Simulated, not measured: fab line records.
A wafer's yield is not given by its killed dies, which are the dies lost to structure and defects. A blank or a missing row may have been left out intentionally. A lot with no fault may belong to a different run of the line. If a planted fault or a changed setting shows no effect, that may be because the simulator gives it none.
fab line records -- flow nand-harc -- part 1 of 2: steps 1 to 4 of 6
record lots=22, wafers=66, last-day=32
route steps=1302 shown A_SGD_CUT@919 A_CONTACT@985
lots with no fault: from the same line, run without faults
start-h: the number of hours between the record's first day and the start of the first shown wafer of the lot -- wait-h: how many hours have passed since the lot's step before this one -- " unchanged from the row above -- L1.1+2: a row that stands for several wafers -- - no value, or no start given -- * or withheld: withheld -- < > ~ a bound
route shown NAME@n: NAME is a module with steps in the file, n the number in the route of the first one -- usual: mean/standard deviation of fault-free wafers -- same: alike in all rows -- chamber/n: place in a boat -- sites: per-site readings -- _std_site: standard deviation across them -- _edge_site: inner sites' mean taken away from outer sites' mean -- radius-mm: how far each site lies from the wafer's centre -- mask NAME#n: copy n -- behind: tool/chamber where the wafer was last shaped -- hold: why the lot went on hold/how many hours it stayed there/how the hold came to an end -- device: which transistor (n, p or np) failed to switch -- end of line: tests of these same wafers at the route's end -- a step given without rows: its recipe and nothing more -- killed: dies that structure and defects cost at the first sort, which is not the same as the wafer's yield -- map: dies across one wafer; x = killed, . = not, _ = none there
set.NAME: the setting the step ran with; set.NAME@STEP: the setting that earlier step ran with -- model.NAME: the simulator's own value behind a step, which no gauge read
steps of the route over a sample of lots; a table a step, a row a wafer
services: from which hour (start-h, from the record's first day; less than 0 if before it) a tool's chamber was out of use, for how many hours, and why
## steps
# step NHARC_A_SGD_CUT_ETCHBACK_24
# recipe target-depth-a=500, over-etch-frac=0.3, time-s=92.857, ion-energy-ev=120, ch3f-flow-sccm=50, o2-flow-sccm=30, ar-flow-sccm=200, rf-w=500, bias-w=100, chemistry=CH3F/O2
# usual drypump-motor-current-A=5.7/0.48, o2-flow-sccm=29.99/0.09, oes-product-au=0.97/0.035, rf-vpp-V=244.5/1.5, showerhead-plenum-p-Torr=2.47/0.094, throttle-valve-pct=20.663/0.0095
lot.wafer,tool,chamber,start-h,wait-h,drypump-motor-current-A,o2-flow-sccm,oes-product-au,rf-hours-counter-h,rf-vpp-V,showerhead-plenum-p-Torr,throttle-valve-pct
L074.2,rie-diel-12,3,418.73,0.2,5.9,29.92,1.00,12,246.4,2.57,20.653
L074.3,rie-diel-12,0,418.73,0.2,5.6,29.99,1.00,12,242.7,2.41,20.676
L074.6,rie-diel-12,0,418.73,0.2,5.6,30.14,1.00,-,242.9,2.41,20.658
L075.3,rie-diel-09,0,427.22,0.2,6.0,30.01,1.00,10,245.3,2.50,20.669
L075.5,rie-diel-09,2,427.22,0.2,5.8,30.00,1.00,-,247.1,2.61,20.679
L075.6,rie-diel-09,3,427.22,0.2,6.8,30.05,1.00,-,245.9,2.44,20.651
L078.4,rie-diel-12,1,450.61,0.2,5.5,29.90,0.92,1,245.7,2.58,20.672
L078.1,rie-diel-12,2,450.61,0.2,5.8,30.13,0.93,1,246.3,2.60,20.652
L078.6,rie-diel-12,3,450.61,0.2,5.9,30.10,0.92,-,246.0,2.57,20.655
L077.4,rie-diel-12,3,476.02,0.2,5.9,29.97,0.91,2,245.8,2.57,20.660
L077.3,rie-diel-12,2,476.02,0.2,5.7,30.10,0.92,2,247.6,2.59,20.686
L077.5,rie-diel-12,3,476.02,0.2,5.9,29.95,0.92,-,245.4,2.57,20.668
L079.3,rie-diel-04,3,476.02,0.2,4.8,30.01,0.93,5,243.3,2.36,20.665
L079.2,rie-diel-04,0,476.02,0.2,5.1,29.95,0.92,5,245.0,2.47,20.676
L079.6,rie-diel-04,1,476.02,0.2,5.9,30.15,0.92,-,243.0,2.38,20.655
L080.1,rie-diel-04,1,479.23,0.1,6.0,30.08,0.93,5,244.9,2.38,20.677
L080.3,rie-diel-04,2,479.23,0.1,5.7,30.12,0.94,5,244.5,2.34,20.676
L080.5,rie-diel-04,1,479.23,0.1,6.0,29.86,0.94,-,242.1,2.38,20.656
L081.1,rie-diel-04,1,506.45,0.2,5.9,29.95,1.00,5,243.1,2.38,20.664
L081.4,rie-diel-04,2,506.45,0.2,5.8,30.09,1.01,5,242.4,2.34,20.652
L081.6,rie-diel-04,3,506.45,0.2,4.8,29.96,1.00,-,242.7,2.36,20.669
L082.2,rie-diel-09,3,513.46,0.2,6.8,30.04,0.93,3,243.2,2.43,20.664
L082.3,rie-diel-09,0,513.46,0.2,6.1,30.03,0.93,3,244.1,2.50,20.662
L082.4,rie-diel-09,1,513.46,0.2,6.2,29.94,0.92,4,245.6,2.57,20.673
L083.1,rie-diel-12,3,513.53,0.2,5.9,29.99,0.99,4,246.4,2.57,20.649
L083.2,rie-diel-12,1,513.53,0.2,5.5,30.04,1.00,4,246.6,2.58,20.677
L083.6,rie-diel-12,0,513.53,0.2,5.5,30.13,1.00,-,242.8,2.41,20.658
L084.2,rie-diel-09,1,524.08,0.1,6.2,29.88,0.96,4,246.9,2.57,20.667
L084.1,rie-diel-09,0,524.08,0.1,6.1,29.99,1.00,4,245.2,2.50,20.670
L084.4,rie-diel-09,1,524.08,0.1,6.2,29.96,0.98,-,246.2,2.57,20.660
L085.1,rie-diel-12,1,524.11,0.2,5.5,29.93,0.99,4,245.3,2.58,20.658
L085.3,rie-diel-12,2,524.11,0.2,5.8,29.96,1.00,4,246.9,2.59,20.650
L085.6,rie-diel-12,3,524.11,0.2,5.9,30.10,0.99,-,245.5,2.57,20.651
L087.3,rie-diel-12,3,546.65,0.1,5.9,30.11,0.99,5,244.4,2.57,20.671
L087.2,rie-diel-12,0,546.65,0.1,5.6,29.93,1.00,6,243.4,2.41,20.660
L087.1,rie-diel-12,1,546.65,0.1,5.5,29.94,0.99,6,244.9,2.58,20.671
L089.3,rie-diel-04,3,555.31,0.2,4.8,29.84,0.99,4,243.3,2.36,20.667
L089.4,rie-diel-04,0,555.31,0.2,5.2,29.85,1.01,4,244.1,2.47,20.659
L089.6,rie-diel-04,1,555.31,0.2,6.0,30.00,1.00,-,243.4,2.37,20.662
L088.2,rie-diel-04,2,555.39,0.1,5.7,29.83,0.92,5,242.7,2.34,20.676
L088.4,rie-diel-04,0,555.39,0.1,5.2,29.94,0.92,4,242.4,2.47,20.669
L088.5,rie-diel-04,3,555.39,0.1,4.8,29.96,0.91,-,241.5,2.36,20.668
L090.4,rie-diel-04,3,564.16,0.2,4.8,30.06,1.00,5,244.1,2.36,20.658
L090.3,rie-diel-04,0,564.16,0.2,5.2,30.01,1.01,4,244.8,2.47,20.666
L090.6,rie-diel-04,3,564.16,0.2,4.8,30.19,0.99,-,243.1,2.36,20.671
L091.1,rie-diel-12,0,596.79,0.1,5.6,29.86,0.99,9,243.0,2.41,20.665
L091.6,rie-diel-12,0,596.79,0.1,5.6,29.88,1.00,-,244.1,2.41,20.658
L091.5,rie-diel-12,1,596.79,0.1,5.5,30.19,1.00,-,247.8,2.58,20.657
L092.3,rie-diel-09,3,596.80,0.2,6.8,30.07,1.00,9,244.3,2.43,20.668
L092.5,rie-diel-09,2,596.80,0.2,5.8,30.00,0.98,-,246.7,2.60,20.651
L092.6,rie-diel-09,3,596.80,0.2,6.8,29.96,0.98,-,243.4,2.43,20.666
L093.2,rie-diel-04,0,628.53,0.1,5.2,30.01,0.93,8,243.4,2.47,20.668
L093.3,rie-diel-04,1,628.53,0.1,5.9,30.05,0.92,9,244.8,2.37,20.671
L093.4,rie-diel-04,3,628.53,0.1,4.8,29.83,0.91,8,242.1,2.36,20.667
L094.4,rie-diel-09,3,628.55,0.2,6.8,30.04,1.00,12,244.3,2.43,20.655
L094.6,rie-diel-09,2,628.55,0.2,5.8,30.02,0.99,-,245.2,2.60,20.654
L094.5,rie-diel-09,3,628.55,0.2,6.8,29.86,1.00,-,243.9,2.43,20.669
L096.2,rie-diel-04,3,638.18,0.1,4.8,30.10,1.00,8,242.9,2.36,20.677
L096.1,rie-diel-04,0,638.18,0.1,5.2,29.99,1.01,9,244.3,2.47,20.669
L096.4,rie-diel-04,2,638.18,0.1,5.7,29.96,1.02,9,242.4,2.34,20.676
L095.2,rie-diel-12,2,638.18,0.1,5.8,29.99,0.98,3,246.1,2.59,20.665
L095.4,rie-diel-12,1,638.18,0.1,5.5,29.88,0.97,2,245.7,2.57,20.668
L095.5,rie-diel-12,3,638.18,0.1,5.9,30.04,0.98,-,245.8,2.57,20.685
L097.1,rie-diel-12,2,646.57,0.2,5.8,30.08,0.96,3,245.9,2.59,20.656
L097.2,rie-diel-12,3,646.57,0.2,5.9,29.99,0.94,3,246.1,2.57,20.655
L097.3,rie-diel-12,0,646.57,0.2,5.6,29.78,0.95,3,243.7,2.41,20.654
# step NHARC_A_CONTACT_DEP_28
# recipe target-thk-a=70000, temp-c=400, material=aC
# usual throttle-valve-pct=34.999/0.0092
lot.wafer,tool,chamber,start-h,wait-h,throttle-valve-pct
L074.2,acl-dep-01,0,463.41,0.8,34.987
L074.3,acl-dep-01,0,463.41,0.8,34.991
L074.6,acl-dep-01,0,466.25,3.6,35.006
L075.3,acl-dep-02,0,470.24,3.7,34.991
L075.5,acl-dep-02,0,471.66,5.2,34.981
L075.6,acl-dep-02,0,471.66,5.2,35.005
L078.1,acl-dep-03,0,487.92,0.1,35.007
L078.4,acl-dep-03,0,490.06,2.2,34.989
L078.6,acl-dep-03,0,491.49,3.6,34.990
L079.2,acl-dep-01,0,514.81,0.8,35.001
L079.3,acl-dep-01,0,514.81,0.8,34.995
L079.6,acl-dep-01,0,517.62,3.6,34.991
L077.3,acl-dep-02,0,516.14,2.1,35.002
L077.4,acl-dep-02,0,516.14,2.1,34.994
L077.5,acl-dep-02,0,516.14,2.1,34.997
L080.1,acl-dep-01,0,522.21,0.1,34.979
L080.3,acl-dep-01,0,523.62,1.5,34.995
L080.5,acl-dep-01,0,525.04,2.9,35.010
L081.1,acl-dep-02,0,545.16,0.6,35.005
L081.4,acl-dep-02,0,547.29,2.7,35.015
L081.6,acl-dep-02,0,548.71,4.1,34.990
L082.2,acl-dep-01,0,551.78,1.0,35.004
L082.3,acl-dep-01,0,551.78,1.0,35.013
L082.4,acl-dep-01,0,551.78,1.0,35.001
L083.1,acl-dep-01,0,559.87,2.7,35.005
L083.2,acl-dep-01,0,559.87,2.7,35.008
L083.6,acl-dep-01,0,563.38,6.2,35.007
L084.1,acl-dep-03,0,564.09,2.5,35.001
L084.2,acl-dep-03,0,564.09,2.5,35.003
L084.4,acl-dep-03,0,566.23,4.6,35.002
L085.1,acl-dep-02,0,571.02,3.1,34.991
L085.3,acl-dep-02,0,572.43,4.5,35.005
L085.6,acl-dep-02,0,574.55,6.6,34.988
L087.1,acl-dep-01,0,587.27,3.3,34.993
L087.2,acl-dep-01,0,587.27,3.3,35.002
L087.3,acl-dep-01,0,587.27,3.3,35.003
L088.2,acl-dep-01,0,594.85,2.3,34.995
L088.4,acl-dep-01,0,596.25,3.7,34.999
L088.5,acl-dep-01,0,596.25,3.7,35.013
L089.3,acl-dep-03,0,597.09,1.5,35.008
L089.4,acl-dep-03,0,597.09,1.5,35.000
L089.6,acl-dep-03,0,599.20,3.6,34.989
L090.3,acl-dep-03,0,607.61,3.2,35.004
L090.4,acl-dep-03,0,607.61,3.2,34.999
L090.6,acl-dep-03,0,609.75,5.3,34.994
L091.1,acl-dep-03,0,636.78,0.4,35.003
L091.5,acl-dep-03,0,639.57,3.2,35.007
L091.6,acl-dep-03,0,639.57,3.2,34.993
L092.3,acl-dep-01,0,638.30,1.9,35.009
L092.5,acl-dep-01,0,639.72,3.3,35.000
L092.6,acl-dep-01,0,639.72,3.3,35.005
L093.2,acl-dep-01,0,665.77,0.8,34.994
L093.3,acl-dep-01,0,665.77,0.8,35.011
L093.4,acl-dep-01,0,665.77,0.8,34.982
L094.4,acl-dep-03,0,667.05,2.2,35.006
L094.5,acl-dep-03,0,667.05,2.2,34.990
L094.6,acl-dep-03,0,667.05,2.2,35.002
L096.1,acl-dep-02,0,677.97,0.1,35.005
L096.2,acl-dep-02,0,677.97,0.1,35.007
L096.4,acl-dep-02,0,680.08,2.2,35.003
L095.2,acl-dep-01,0,680.03,2.0,35.006
L095.4,acl-dep-01,0,681.44,3.4,35.000
L095.5,acl-dep-01,0,681.44,3.4,34.996
L097.1,acl-dep-02,0,689.76,3.1,34.983
L097.2,acl-dep-02,0,689.76,3.1,34.993
L097.3,acl-dep-02,0,689.76,3.1,35.010
# step NHARC_A_CONTACT_ETCH_50
# recipe target-depth-a=1210, time-s=60.5, cf4-flow-sccm=100, chf3-flow-sccm=30, ar-flow-sccm=0, rf-w=500, bias-w=200, chemistry=CF4/CHF3
# usual drypump-motor-current-A=5.6/0.43, oes-product-au=0.954/0.023, rf-vpp-V=370.4/2.5, showerhead-plenum-p-Torr=1.56/0.072, throttle-valve-pct=16.803/0.0089
lot.wafer,tool,chamber,start-h,wait-h,drypump-motor-current-A,oes-product-au,rf-hours-counter-h,rf-vpp-V,showerhead-plenum-p-Torr,throttle-valve-pct
L074.3,rie-diel-01,3,-,-,5.5,0.932,35,372.2,1.62,16.797
L074.2,rie-diel-01,1,-,-,5.8,0.933,36,367.3,1.46,16.815
L074.6,rie-diel-01,0,-,-,4.9,0.919,-,370.4,1.54,16.807
L075.3,rie-diel-07,0,-,-,4.8,0.956,5,370.8,1.62,16.808
L075.5,rie-diel-07,1,-,-,5.7,0.989,-,374.8,1.68,16.802
L075.6,rie-diel-07,2,-,-,6.1,0.964,-,373.3,1.62,16.813
L078.4,rie-diel-07,2,-,-,6.1,0.959,14,372.0,1.62,16.796
L078.1,rie-diel-07,0,-,-,4.8,0.964,10,372.9,1.61,16.811
L078.6,rie-diel-07,2,-,-,6.1,0.952,-,371.4,1.62,16.803
L079.3,rie-diel-02,2,-,-,5.4,0.976,19,370.8,1.51,16.808
L079.2,rie-diel-02,0,-,-,5.7,0.956,24,367.8,1.46,16.802
L079.6,rie-diel-02,1,-,-,6.2,0.978,-,367.9,1.52,16.806
L077.3,rie-diel-07,1,-,-,5.7,0.919,20,373.4,1.68,16.803
L077.4,rie-diel-07,2,-,-,6.1,0.903,-,370.5,1.61,16.805
L077.5,rie-diel-07,1,-,-,5.7,0.926,-,374.6,1.68,16.794
L080.1,rie-diel-07,1,-,-,5.7,0.924,23,373.3,1.68,16.812
L080.3,rie-diel-07,2,-,-,6.1,0.907,27,370.8,1.61,16.787
L080.5,rie-diel-07,2,-,-,6.1,0.905,-,372.5,1.61,16.789
L081.4,rie-diel-01,1,-,-,5.8,0.968,2,375.7,1.70,16.817
L081.1,rie-diel-01,2,-,-,5.9,0.962,2,372.9,1.64,16.800
L081.6,rie-diel-01,3,-,-,5.5,0.943,-,372.6,1.61,16.792
L082.4,rie-diel-02,0,-,-,5.7,0.988,0,366.1,1.46,16.801
L082.3,rie-diel-02,2,-,-,5.4,0.959,0,367.6,1.51,16.786
L082.2,rie-diel-02,3,-,-,5.8,0.973,0,369.1,1.53,16.810
L083.1,rie-diel-01,2,-,-,5.9,0.979,7,373.0,1.64,16.815
L083.2,rie-diel-01,3,-,-,5.5,0.977,7,371.6,1.61,16.789
L083.6,rie-diel-01,0,-,-,4.9,0.983,-,369.3,1.53,16.809
L084.4,rie-diel-01,3,-,-,5.5,0.938,8,370.7,1.61,16.821
L084.1,rie-diel-01,0,-,-,4.9,0.949,9,367.7,1.53,16.802
L084.2,rie-diel-01,1,-,-,5.8,0.961,10,374.3,1.70,16.816
L085.3,rie-diel-02,2,-,-,5.4,0.967,3,369.3,1.51,16.810
L085.1,rie-diel-02,3,-,-,5.9,0.981,4,370.3,1.52,16.804
L085.6,rie-diel-02,3,-,-,5.8,0.976,-,370.5,1.52,16.786
L087.2,rie-diel-02,1,-,-,6.2,0.972,6,368.2,1.52,16.806
L087.3,rie-diel-02,2,-,-,5.4,0.956,8,368.4,1.51,16.799
L087.1,rie-diel-02,0,-,-,5.7,0.987,7,366.9,1.46,16.799
L088.2,rie-diel-02,0,-,-,5.7,0.972,8,367.3,1.46,16.809
L088.4,rie-diel-02,1,-,-,6.2,0.984,8,368.2,1.52,16.809
L088.5,rie-diel-02,2,-,-,5.4,0.957,-,368.7,1.51,16.798
L089.3,rie-diel-01,1,-,-,5.8,0.930,22,374.3,1.69,16.799
L089.4,rie-diel-01,0,-,-,4.9,0.927,19,369.7,1.53,16.807
L089.6,rie-diel-01,1,-,-,5.8,0.927,-,372.8,1.69,16.815
L090.3,rie-diel-02,1,-,-,6.2,0.981,9,369.2,1.52,16.798
L090.4,rie-diel-02,2,-,-,5.4,0.943,11,368.0,1.50,16.798
L090.6,rie-diel-02,1,-,-,6.1,0.976,-,370.0,1.52,16.791
L091.1,rie-diel-02,1,-,-,6.2,0.982,14,369.9,1.52,16.800
L091.5,rie-diel-02,1,-,-,6.2,0.990,-,368.2,1.52,16.808
L091.6,rie-diel-02,2,-,-,5.4,0.968,-,368.2,1.50,16.808
L092.3,rie-diel-07,0,-,-,4.8,0.943,2,371.6,1.61,16.797
L092.6,rie-diel-07,0,-,-,4.8,0.948,-,371.5,1.61,16.793
L092.5,rie-diel-07,1,-,-,5.7,0.953,-,376.4,1.67,16.796
L094.4,rie-diel-02,1,-,-,6.2,0.976,19,367.4,1.52,16.807
L094.6,rie-diel-02,1,-,-,6.2,0.971,-,370.4,1.52,16.789
L094.5,rie-diel-02,2,-,-,5.4,0.958,-,367.5,1.50,16.804
L093.2,rie-diel-01,3,-,-,5.5,0.933,36,372.1,1.60,16.809
L093.4,rie-diel-01,1,-,-,5.8,0.927,37,375.0,1.69,16.799
L093.3,rie-diel-01,2,-,-,5.9,0.918,36,371.1,1.63,16.798
L096.2,rie-diel-02,2,-,-,5.4,0.955,21,368.7,1.50,16.795
L096.4,rie-diel-02,0,-,-,5.7,0.957,17,367.0,1.46,16.805
L096.1,rie-diel-02,1,-,-,6.1,0.951,20,370.1,1.52,16.802
L095.4,rie-diel-01,2,-,-,5.9,0.932,42,372.4,1.63,16.833
L095.2,rie-diel-01,0,-,-,4.9,0.916,43,368.8,1.52,16.808
L095.5,rie-diel-01,2,-,-,5.9,0.931,-,374.2,1.63,16.808
L097.1,rie-diel-01,2,-,-,5.9,0.928,45,372.8,1.63,16.811
L097.2,rie-diel-01,3,-,-,5.5,0.922,46,372.3,1.60,16.813
L097.3,rie-diel-01,0,-,-,4.9,0.922,49,368.9,1.52,16.806
# step NHARC_A_CONTACT_ETCH_127
# recipe source-w=withheld, pressure-mtorr=20, bias-v=3000, time-s=197, target-depth-a=19180, ar-flow-sccm=withheld, c4f8-flow-sccm=withheld, o2-flow-sccm=withheld, chemistry=C4F8/O2/Ar
lot.wafer,tool,chamber,start-h,wait-h,rf-hours-counter-h
L074.2,har-cap-etch-02,1,480.99,0.1,87
L074.3,har-cap-etch-02,0,480.99,0.1,-
L074.6,har-cap-etch-02,1,480.99,0.1,-
L075.3,har-cap-etch-03,0,489.28,0.2,-
L075.5,har-cap-etch-03,0,489.28,0.2,-
L075.6,har-cap-etch-03,1,489.28,0.2,-
L078.1,har-cap-etch-03,0,506.67,0.2,51
L078.4,har-cap-etch-03,1,506.67,0.2,-
L078.6,har-cap-etch-03,1,506.67,0.2,-
L077.3,har-cap-etch-03,1,535.21,0.2,-
L077.4,har-cap-etch-03,0,535.21,0.2,-
L077.5,har-cap-etch-03,1,535.21,0.2,-
L079.2,har-cap-etch-02,0,536.76,0.1,95
L079.3,har-cap-etch-02,1,536.76,0.1,-
L079.6,har-cap-etch-02,0,536.76,0.1,-
L080.1,har-cap-etch-01,1,539.99,0.1,9
L080.3,har-cap-etch-01,1,539.99,0.1,-
L080.5,har-cap-etch-01,1,539.99,0.1,-
L081.1,har-cap-etch-01,0,563.55,0.1,13
L081.4,har-cap-etch-01,0,563.55,0.1,-
L081.6,har-cap-etch-01,1,563.55,0.1,-
L082.2,har-cap-etch-02,1,570.47,0.1,101
L082.3,har-cap-etch-02,0,570.47,0.1,-
L082.4,har-cap-etch-02,1,570.47,0.1,-
L083.2,har-cap-etch-03,1,580.27,0.1,64
L083.1,har-cap-etch-03,0,580.27,0.1,64
L083.6,har-cap-etch-03,0,580.27,0.1,-
L084.2,har-cap-etch-01,1,584.08,0.1,18
L084.1,har-cap-etch-01,0,584.08,0.1,18
L084.4,har-cap-etch-01,0,584.08,0.1,-
L085.1,har-cap-etch-02,1,588.59,0.1,105
L085.3,har-cap-etch-02,0,588.59,0.1,-
L085.6,har-cap-etch-02,0,588.59,0.1,-
L087.1,har-cap-etch-02,0,607.83,0.1,110
L087.2,har-cap-etch-02,1,607.83,0.1,110
L087.3,har-cap-etch-02,1,607.83,0.1,-
L088.2,har-cap-etch-02,0,614.83,0.1,112
L088.4,har-cap-etch-02,1,614.83,0.1,-
L088.5,har-cap-etch-02,1,614.83,0.1,-
L089.4,har-cap-etch-03,0,617.17,0.1,-
L089.3,har-cap-etch-03,1,617.17,0.1,-
L089.6,har-cap-etch-03,0,617.17,0.1,-
L090.4,har-cap-etch-01,1,624.05,0.1,-
L090.3,har-cap-etch-01,0,624.05,0.1,-
L090.6,har-cap-etch-01,0,624.05,0.1,-
L092.3,har-cap-etch-02,1,654.88,0.1,-
L092.6,har-cap-etch-02,1,654.88,0.1,-
L092.5,har-cap-etch-02,0,654.88,0.1,-
L091.1,har-cap-etch-03,0,657.01,0.1,79
L091.6,har-cap-etch-03,0,657.01,0.1,-
L091.5,har-cap-etch-03,1,657.01,0.1,-
L094.4,har-cap-etch-02,0,682.39,0.1,-
L094.6,har-cap-etch-02,0,682.39,0.1,-
L094.5,har-cap-etch-02,1,682.39,0.1,-
L093.2,har-cap-etch-03,0,682.68,0.1,83
L093.4,har-cap-etch-03,0,682.68,0.1,-
L093.3,har-cap-etch-03,1,682.68,0.1,-
L096.2,har-cap-etch-02,0,696.13,0.1,124
L096.1,har-cap-etch-02,1,696.13,0.1,124
L096.4,har-cap-etch-02,1,696.13,0.1,-
L095.2,har-cap-etch-01,0,699.38,0.1,40
L095.4,har-cap-etch-01,1,699.38,0.1,-
L095.5,har-cap-etch-01,0,699.38,0.1,-
L097.1,har-cap-etch-03,0,707.68,0.1,89
L097.2,har-cap-etch-03,1,707.68,0.1,89
L097.3,har-cap-etch-03,1,707.68,0.1,-
